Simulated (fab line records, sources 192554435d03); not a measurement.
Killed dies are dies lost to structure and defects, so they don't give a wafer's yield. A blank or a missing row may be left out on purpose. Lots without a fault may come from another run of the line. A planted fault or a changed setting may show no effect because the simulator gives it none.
Chamber matching | flow n5_finfet | N5_SPACER0_ALD_00 on ald_sin-01: 4 sister chambers
The step deposits SiOCN, target thk 3.5 nm, pulse time 3 s, purge time 2 s. 8 wafers are shown with their chamber, then 11 later ones without.

WAFERS WITH THEIR CHAMBER
wafer  | chamber | heater_power_outer_w (W) | heater_power_w (W)
L076.4 | 3       | 522                      | 802
L082.5 | 2       | 411                      | 698
L083.3 | 3       | 524                      | 798
L083.5 | 0       | 632                      | 1051
L084.1 | 2       | 421                      | 698
L084.3 | 1       | 520                      | 848
L084.5 | 1       | 515                      | 871
L087.2 | 0       | 630                      | 1074

WAFERS WITHOUT THEIR CHAMBER
wafer  | heater_power_outer_w (W) | heater_power_w (W)
L087.3 | 531                      | 874
L087.4 | 516                      | 821
L090.1 | 550                      | 879
L090.2 | 638                      | 1055
L090.3 | 527                      | 796
L094.2 | 425                      | 699
L094.3 | 528                      | 851
L094.5 | 648                      | 1065
L096.1 | 420                      | 702
L096.2 | 532                      | 879
L096.6 | 542                      | 886

WHICH CHAMBER EACH WENT THROUGH
wafer  | from the rows above     | in truth
L087.3 | 1                       | 1
L087.4 | can't be placed: 3 or 1 | 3
L090.1 | can't be placed: 1 or 3 | 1
L090.2 | 0                       | 0
L090.3 | 3                       | 3
L094.2 | 2                       | 2
L094.3 | can't be placed: 1 or 3 | 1
L094.5 | 0                       | 0
L096.1 | 2                       | 2
L096.2 | 1                       | 1
L096.6 | 1                       | 1
Placed correctly: 8 of 11. Can't be placed from these rows: 3 (the true chamber is among the candidates in 3). Placed wrongly: 0.
How it was worked out, from the rows above alone: a wafer's distance from a chamber is the root of the sum, over the readings, of the square of ((its reading less the chamber's mean) divided by the reading's scatter). The wafer belongs to the nearest chamber; if the next one is less than 2 further off, it can't be placed. A chamber's mean is the mean of its shown wafers. The scatter: the root of (the sum of the squares of (reading less its chamber's mean) over the shown wafers, divided by (wafers less chambers)).
